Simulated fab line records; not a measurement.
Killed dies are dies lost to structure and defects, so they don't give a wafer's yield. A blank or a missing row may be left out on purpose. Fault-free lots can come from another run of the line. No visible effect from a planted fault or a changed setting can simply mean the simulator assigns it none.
Which tool is to blame? -- flow n5 finfet -- 27 wafers from 9 lots sampled at 3 of the route's 1938 steps

== WHAT THE GAUGES SHOWED, per wafer ==
N5_WELL_APT_INSPECT_38: inspects for defects (darkfield).
lot,measured,on,raw defect count
L442,day 1 17:26,defect inspect-02,3 7 18
L446,day 2 17:11,defect inspect-01,14 9 8
L447,day 2 22:56,defect inspect-02,15 12 10
L453,day 4 10:34,defect inspect-02,22 20 13
L457,day 5 11:03,defect inspect-01,489 519 527
L460,day 6 04:32,defect inspect-01,506 552 505
L463,day 6 22:39,defect inspect-02,16 12 22
L464,day 7 04:43,defect inspect-02,10 11 3
L465,day 7 10:52,defect inspect-01,10 8 12

== EACH LOT AND THE TOOL THAT RAN IT (in order: tool; ch and the chambers of the sampled wafers; start) ==
lot,N5_WELL_APT_RTA_34,N5_WELL_APT_OXIDE_STRIP_42
L442,"rtp anneal-02 ch 0, day 1 16:35","wet bench-05 ch 0,1,2, day 1 16:42"
L446,"rtp anneal-02 ch 0, day 2 16:11","wet bench-03 ch 2,3,5, day 2 16:27"
L447,"rtp anneal-01 ch 0, day 2 22:03","wet bench-03 ch 1,3,4, day 2 22:13"
L453,"rtp anneal-02 ch 0, day 4 09:43","wet bench-05 ch 3,4,5, day 4 09:50"
L457,"rtp anneal-02 ch 0, day 5 10:11","wet bench-03 ch 3,4,5, day 5 10:19"
L460,"rtp anneal-01 ch 0, day 6 03:40","wet bench-03 ch 0,1,7, day 6 03:49"
L463,"rtp anneal-01 ch 0, day 6 21:46","wet bench-05 ch 1,5,6, day 6 21:55"
L464,"rtp anneal-02 ch 0, day 7 03:49","wet bench-06 ch 2,5,7, day 7 03:59"
L465,"rtp anneal-01 ch 0, day 7 09:58","wet bench-06 ch 0,1,7, day 7 10:08"
- N5_WELL_APT_RTA_34: time 10 s.
- N5_WELL_APT_OXIDE_STRIP_42: strips SiO2 in dHF, time 45 s, target depth 12 nm.

== THE ANSWER, worked out from the rows above alone ==
Rule: usual is defined by the lots themselves. Put in order of their means at a reading, lots are off if they are a third of the lots or fewer, leave a main group of 4 or more, and stand apart from it by a gap of 3 or more times the standard deviation of the main group's means; of several such gaps the widest counts. The tables above print the reading to a certain number of digits; a main group whose means all agree to those digits is not used. A lot without any number at a reading at which 4 lots or more have one is off too. Where the step has rows for the other lots, those lots are counted as sound.
Off: L457, L460, at N5_WELL_APT_INSPECT_38 (raw defect count). The main group has a mean of 12 with a standard deviation of 3.6.
A tool fits if, at a process step before that reading, it ran every lot that is off, and no sound lot after the first of them. Gauges at N5_WELL_APT_INSPECT_38: tried the same way as those tools. One fits: N5_WELL_APT_OXIDE_STRIP_42 on wet bench-03. A fault onset in the window from L447 (day 2 22:13, its last sound lot) to L457 (day 5 10:19, its first lot off) fits.

== WHAT WAS PUT IN BY THE SIMULATOR ==
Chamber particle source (wet bench-03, N5_WELL_APT_OXIDE_STRIP_42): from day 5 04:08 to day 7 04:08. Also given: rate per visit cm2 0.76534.
Shown lots that were struck: L457, L460. The rule given above showed the same thing.
